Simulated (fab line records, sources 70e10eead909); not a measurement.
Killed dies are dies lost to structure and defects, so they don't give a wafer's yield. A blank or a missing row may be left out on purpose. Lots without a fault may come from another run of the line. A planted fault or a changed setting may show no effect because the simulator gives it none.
A struck lot beside a sound one | flow nand_harc | 44 steps out of a route of 1159
Sound: wafers L854.1, L854.3, L854.4. Struck: wafers L843.3, L843.5, L843.6. The cause comes at the end.
At each step with rows: each side's tool, then ch and its chambers, then its first start. Under that, the readings that differ: sound wafers | struck wafers | difference of the means | sigmas: that difference in standard deviations of wafers without a fault.
alike: readings whose means differ by less than 2 such deviations, and words and numbers that are the same on both sides. not compared: withheld readings, readings that some wafer has no value for, bounds like >300 that may hide the same value, and numbers for which the record gives no deviation and whose values overlap.
The two part at a step that has a row with sigmas, a row that says differs or no value, or rows on one side only. Numbers that don't overlap but have no deviation are shown without sigmas and don't part them. A reading that every wafer of one side lacks parts them only if that side has two wafers or more.

NHARC_P_ZERO_WELL_CD_MEAS_11: target cd 500 nm.
  sound on cd_sem-02 ch 0, day 6 07:14; struck on cd_sem-03 ch 0, day 3 13:08
  alike: cd_nm
then, 1 step without rows for these wafers: NHARC_P_ZERO_WELL_HARDBAKE_12 (time 65 s).
NHARC_P_ZERO_WELL_DESCUM_13: chemistry O2, time 3 s.
  sound on rie_diel-01 ch 0,1,3, day 6 07:23; struck on rie_diel-04 ch 0,1,2, day 3 13:18
  alike: drypump_motor_current_A, oes_product_au, rf_vpp_V, showerhead_plenum_p_Torr, throttle_valve_pct
  not compared: rf_hours_counter_h
NHARC_P_ZERO_WELL_ETCH_65: etches the open film in N2/H2, target depth 80 nm, overetch 24 nm, time 87.88 s.
  sound on rie_diel-01 ch 0,1,3, day 6 07:29; struck on rie_diel-04 ch 0,1, day 3 13:22
  alike: bias_w, drypump_motor_current_A, oes_product_au, rf_vpp_V, showerhead_plenum_p_Torr, throttle_valve_pct
  not compared: rf_hours_counter_h
NHARC_P_ZERO_WELL_ETCH_62: etches the open film in CHF3/Ar, target depth 13 nm, time 6.5 s.
  sound on rie_diel-01 ch 0,2,3; struck on rie_diel-04 ch 0,3
  alike: bias_w, drypump_motor_current_A, oes_product_au, rf_vpp_V, showerhead_plenum_p_Torr, throttle_valve_pct
  not compared: rf_hours_counter_h
NHARC_P_ZERO_WELL_ETCH_63: etches the open film in HBr/Cl2, target depth 120 nm, time 40.1 s.
  sound on rie_si-06 ch 0,1,3, day 6 07:39; struck on rie_si-03 ch 1,2, day 3 13:33
  alike: bias_w, drypump_motor_current_A, he_backside_leak_sccm, oes_product_au, throttle_valve_pct
  not compared: rf_hours_counter_h
then, 6 steps without rows for these wafers: NHARC_P_ZERO_WELL_STRIP_15 (strips in SPM, time 900 s); NHARC_P_ZERO_WELL_DEHYDRATE_16 (time 120 s); NHARC_P_ZERO_WELL_HMDS_17 (time 30 s); NHARC_P_ZERO_WELL_COAT_18; NHARC_P_ZERO_WELL_SOFTBAKE_19 (time 95 s); NHARC_P_ZERO_WELL_EBR_20.
NHARC_P_ZERO_WELL_EXPOSE_21: exposes mask P NWELL, target cd 720 nm.
  sound on krf_scanner-02 ch 0, day 6 08:27; struck on krf_scanner-04, day 3 14:20
  no value came back on the struck wafers for exposure_dose_mJ_cm2, focus_offset_nm (nm), na; on the sound wafers exposure_dose_mJ_cm2 reads 22.326 22.317 22.333
  alike: mask
then, 2 steps without rows for these wafers: NHARC_P_ZERO_WELL_PEB_22 (peb time 85 s); NHARC_P_ZERO_WELL_DEVELOP_23 (time 70 s).
NHARC_P_ZERO_WELL_CD_MEAS_24: target cd 720 nm.
  sound on cd_sem-03 ch 0, day 6 08:37; struck on cd_sem-02 ch 0, day 3 14:29
  reading    | sound             | struck | difference                    | sigmas
  cd_nm (nm) | 717.7 719.3 719.5 | - - -  | no value on the struck wafers |
then, 1 step without rows for these wafers: NHARC_P_ZERO_WELL_HARDBAKE_25 (time 80 s).
NHARC_P_ZERO_WELL_DESCUM_26: chemistry O2, time 3 s.
  sound on rie_diel-01 ch 0,1,2, day 6 08:46; struck on rie_diel-04 ch 0,2,3, day 3 14:40
  alike: drypump_motor_current_A, oes_product_au, rf_vpp_V, showerhead_plenum_p_Torr, throttle_valve_pct
  not compared: rf_hours_counter_h, model.P_ZERO_WELL.cd_nm
then, 12 steps without rows for these wafers: NHARC_P_ZERO_WELL_IMPLANT_27; NHARC_P_ZERO_WELL_IMPLANT_57; NHARC_P_ZERO_WELL_IMPLANT_58; NHARC_P_ZERO_WELL_STRIP_28 (strips in SPM, time 840 s); NHARC_P_ZERO_WELL_DEHYDRATE_29 (time 120 s); NHARC_P_ZERO_WELL_HMDS_30 (time 30 s); NHARC_P_ZERO_WELL_COAT_31; NHARC_P_ZERO_WELL_SOFTBAKE_32 (time 95 s); NHARC_P_ZERO_WELL_EBR_33; NHARC_P_ZERO_WELL_EXPOSE_34 (exposes mask P PWELL, target cd 720 nm); NHARC_P_ZERO_WELL_PEB_35 (peb time 85 s); NHARC_P_ZERO_WELL_DEVELOP_36 (time 70 s).
NHARC_P_ZERO_WELL_CD_MEAS_37: target cd 720 nm.
  sound on cd_sem-01 ch 0, day 6 10:07; struck on cd_sem-01 ch 0, day 3 16:08
  alike: cd_nm
then, 1 step without rows for these wafers: NHARC_P_ZERO_WELL_HARDBAKE_38 (time 80 s).
NHARC_P_ZERO_WELL_DESCUM_39: chemistry O2, time 3 s.
  sound on rie_diel-01 ch 0,1,3, day 6 10:18; struck on rie_diel-04 ch 0,1, day 3 16:18
  alike: drypump_motor_current_A, oes_product_au, rf_vpp_V, showerhead_plenum_p_Torr, throttle_valve_pct
  not compared: rf_hours_counter_h
then, 9 steps without rows for these wafers: NHARC_P_ZERO_WELL_IMPLANT_40; NHARC_P_ZERO_WELL_IMPLANT_59; NHARC_P_ZERO_WELL_IMPLANT_60; NHARC_P_ZERO_WELL_STRIP_41 (strips in SPM, time 840 s); NHARC_P_ZERO_WELL_DEHYDRATE_44 (time 120 s); NHARC_P_ZERO_WELL_HMDS_45 (time 30 s); NHARC_P_ZERO_WELL_COAT_46; NHARC_P_ZERO_WELL_SOFTBAKE_47 (time 95 s); NHARC_P_ZERO_WELL_EBR_48.
NHARC_P_ZERO_WELL_INSPECT_43:
  sound on defect_inspect-01, day 6 13:28; struck on defect_inspect-02, day 3 19:47
  reading          | sound   | struck         | difference | sigmas
  raw_defect_count | 6 11 14 | 1146 1019 1076 | +1070      | +99 or more
  not compared: hold
NHARC_END_SORT_01:
  the record has rows for the sound wafers here (prober-01 ch 0, day 24 09:15) and none for the struck ones

WHERE THEY PART
First at NHARC_P_ZERO_WELL_EXPOSE_21; last, within this record, at NHARC_END_SORT_01.

WHY: what the simulator had put in
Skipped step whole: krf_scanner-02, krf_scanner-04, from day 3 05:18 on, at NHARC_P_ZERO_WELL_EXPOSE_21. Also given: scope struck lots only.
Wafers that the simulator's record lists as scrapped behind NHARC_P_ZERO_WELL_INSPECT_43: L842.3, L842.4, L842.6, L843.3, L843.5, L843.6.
